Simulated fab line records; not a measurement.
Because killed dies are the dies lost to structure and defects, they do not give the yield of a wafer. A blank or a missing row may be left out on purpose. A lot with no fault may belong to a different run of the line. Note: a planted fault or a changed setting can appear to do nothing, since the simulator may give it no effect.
Which tool was responsible? | flow nand-harc | Sampling: 14 lots, 41 wafers, 6 of 1302 route steps

WHAT EACH GAUGE READ, for each wafer
NHARC_A_CHANNEL_FILL_D1_THK_MEAS_06: measures by ellipsometry.
lot  | measured     | on            | thk-nm (nm)
L692 | day 10 14:35 | film-metro-01 | 5.5 4.9 5.1
L695 | day 11 15:31 | film-metro-01 | 5.7 6.7 3.6
L696 | day 12 04:43 | film-metro-02 | 6.3 3.7 4.9
L697 | day 12 12:12 | film-metro-01 | 4.0 5.3 3.3
L698 | day 12 23:33 | film-metro-01 | 4.0 6.4 4.9
L700 | day 13 22:25 | film-metro-02 | 5.1 5.8 5.3
L701 | day 14 09:09 | film-metro-02 | 4.5 4.5 5.6
L702 | day 14 09:09 | film-metro-01 | 4.9 4.7 6.8
L703 | day 14 23:07 | film-metro-02 | 5.7 3.6 3.3
L704 | day 15 13:14 | film-metro-02 | 3.9 6.7 4.2
L706 | day 16 15:06 | film-metro-01 | 3.8 4.3 5.0
L708 | day 17 06:41 | film-metro-01 | 6.0 4.9 6.5
L709 | day 17 15:16 | film-metro-01 | 3.3 5.4
L715 | day 20 08:22 | film-metro-01 | 4.2 5.3 6.0

NHARC_A_ONON_D2_THK_MEAS_08: measures by ellipsometry.
lot  | measured     | on            | thk-nm (nm)
L692 | day 12 12:15 | film-metro-02 | 984 985 984
L695 | day 13 16:38 | film-metro-02 | 996 999 996
L696 | day 14 05:07 | film-metro-01 | 1002 1004 1005
L697 | day 14 13:49 | film-metro-02 | 1006 1003 1003
L698 | day 15 05:55 | film-metro-02 | 1007 1006 1004
L700 | day 16 02:33 | film-metro-02 | 994 993 993
L701 | day 16 15:09 | film-metro-01 | 1001 1000 1002
L702 | day 16 15:19 | film-metro-01 | 1000 1002 1001
L703 | day 17 07:50 | film-metro-02 | 990 990 991
L704 | day 17 13:58 | film-metro-01 | 987 986 987
L706 | day 18 15:37 | film-metro-01 | 1000 1000 1000
L708 | day 19 15:24 | film-metro-02 | 988 986 985
L709 | day 19 19:55 | film-metro-01 | 996 996
L715 | day 22 10:35 | film-metro-02 | 999 997 997

NHARC_A_ONON_D2_THK_MEAS_14: measures by ellipsometry.
lot  | measured     | on            | thk-nm (nm)
L692 | day 12 13:23 | film-metro-02 | 1002 1000 1001
L695 | day 13 17:48 | film-metro-01 | 1002 1001 1001
L696 | day 14 06:14 | film-metro-02 | 996 995 998
L697 | day 14 14:57 | film-metro-01 | 979 979 979
L698 | day 15 07:03 | film-metro-01 | 989 988 988
L700 | day 16 03:43 | film-metro-01 | 1000 999 1000
L701 | day 16 16:17 | film-metro-01 | 1003 1003 1003
L702 | day 16 16:26 | film-metro-01 | 996 994 996
L703 | day 17 08:58 | film-metro-02 | 981 982 981
L704 | day 17 15:05 | film-metro-02 | 1011 1011 1012
L706 | day 18 16:45 | film-metro-01 | 641 1003 1003
L708 | day 19 16:32 | film-metro-02 | 630 992 993
L709 | day 19 21:03 | film-metro-02 | 650 1013
L715 | day 22 11:44 | film-metro-02 | 988 990 990

NHARC_END_SORT_01.
lot  | measured     | on        | killed-at-array | killed-at-other | killed-at-periphery | killed-dies | killed-open | killed-short
L706 | day 30 16:21 | prober-02 | 677 74 61       | 0 0 0           | 0 4 4               | 677 78 65   | 2 4 3       | 2 3 2
L708 | day 31 23:30 | prober-02 | 672 106 72      | 1 0 0           | 4 4 4               | 677 110 76  | 3 4 4       | 5 2 0
L709 | day 31 23:31 | prober-01 | 671 34          | 3 1             | 3 3                 | 677 38      | 2 2         | 3 3

EACH LOT AND THE TOOL THAT RAN IT (in order: tool; ch and the chambers of the sampled wafers; start)
lot  | NHARC_A_ONON_D2_DEP_12           | NHARC_A_CHANNEL_HOLE_D2_DEP_01
L692 | pecvd-onon-02 ch 0, day 12 12:59 | pecvd-02 ch 0,2, day 13 03:32
L695 | pecvd-onon-02 ch 0, day 13 17:17 | pecvd-04 ch 0,1,2, day 14 08:29
L696 | pecvd-onon-02 ch 0, day 14 05:47 | pecvd-02 ch 1,2, day 14 21:06
L697 | pecvd-onon-02 ch 0, day 14 14:26 | pecvd-02 ch 1,2, day 15 05:01
L698 | pecvd-onon-03 ch 0, day 15 06:40 | pecvd-04 ch 1,2, day 15 19:50
L700 | pecvd-onon-03 ch 0, day 16 03:11 | pecvd-04 ch 1,2, day 17 00:32
L701 | pecvd-onon-03 ch 0, day 16 15:46 | pecvd-01 ch 0,1,2, day 17 06:17
L702 | pecvd-onon-04 ch 0, day 16 15:56 | pecvd-04 ch 0,2, day 17 06:54
L703 | pecvd-onon-04 ch 0, day 17 08:28 | pecvd-01 ch 0,1,2, day 18 01:43
L704 | pecvd-onon-02 ch 0, day 17 14:39 | pecvd-01 ch 0,1,2, day 18 03:51
L706 | pecvd-onon-04 ch 0, day 18 16:17 | pecvd-04 ch 0,2, day 19 05:42
L708 | pecvd-onon-04 ch 0, day 19 16:05 | pecvd-01 ch 1, day 20 05:49
L709 | pecvd-onon-04 ch 0, day 19 20:36 | pecvd-04 ch 2, day 20 12:22
L715 | pecvd-onon-04 ch 0, day 22 11:13 | pecvd-04 ch 0,1,2, day 23 00:01
- NHARC_A_ONON_D2_DEP_12: target thk 1000 nm.
- NHARC_A_CHANNEL_HOLE_D2_DEP_01: deposits SiON, target thk 140 nm.

WHAT THE TOOLS THEMSELVES READ (means of the sampled wafers that have a number; where no wafer has one, the mark that the record gives instead)
NHARC_A_CHANNEL_HOLE_D2_DEP_01.
lot  | tool     | heater-power-w (W) | rf-fwd-power-W (W)
L692 | pecvd-02 | 781                | 348.9
L695 | pecvd-04 | 779                | 347.1
L696 | pecvd-02 | 788                | 350.1
L697 | pecvd-02 | 835                | 349.5
L698 | pecvd-04 | 711                | 347.8
L700 | pecvd-04 | 730                | 347.9
L701 | pecvd-01 | 734                | 348.3
L702 | pecvd-04 | 704                | 347.1
L703 | pecvd-01 | 720                | 348.2
L704 | pecvd-01 | 688                | 348.3
L706 | pecvd-04 | 656                | 348.6
L708 | pecvd-01 | 680                | 347.6
L709 | pecvd-04 | 599                | 348.3
L715 | pecvd-04 | 713                | 347.9

THE ANSWER, worked out from the rows above alone
Rule: the lots themselves supply what counts as usual. The widest of any qualifying gaps counts: lots, ordered by their means at a reading, are off when they make up no more than a third of the lots, leave a main group of 4 or more, and stand apart from it by 3 or more times the standard deviation of that group's means. A main group whose means are all the same, to the digits that the tables above print for the reading, isn't used. A lot without any number at a reading at which 4 lots or more have one is off too. Any other lot the step has rows for is counted as sound. First the gauges in route order, then the tools' own readings, where a lot's mean is used as printed above. At the first step where some lot is off, the reading lying furthest off is the one used; lots without a number count as furthest.
Off: L706, L708, L709 (NHARC_A_ONON_D2_THK_MEAS_14, thk-nm). The main group has a mean of 995 nm with a standard deviation of 9.3.
A tool fits if, at a process step before that reading, it ran every lot that is off, and no sound lot after the first of them. Those tools and the gauges at NHARC_A_ONON_D2_THK_MEAS_14 are tried in the same way. Not one of the candidates tried fits.

WHAT THE SIMULATOR HAD PUT IN
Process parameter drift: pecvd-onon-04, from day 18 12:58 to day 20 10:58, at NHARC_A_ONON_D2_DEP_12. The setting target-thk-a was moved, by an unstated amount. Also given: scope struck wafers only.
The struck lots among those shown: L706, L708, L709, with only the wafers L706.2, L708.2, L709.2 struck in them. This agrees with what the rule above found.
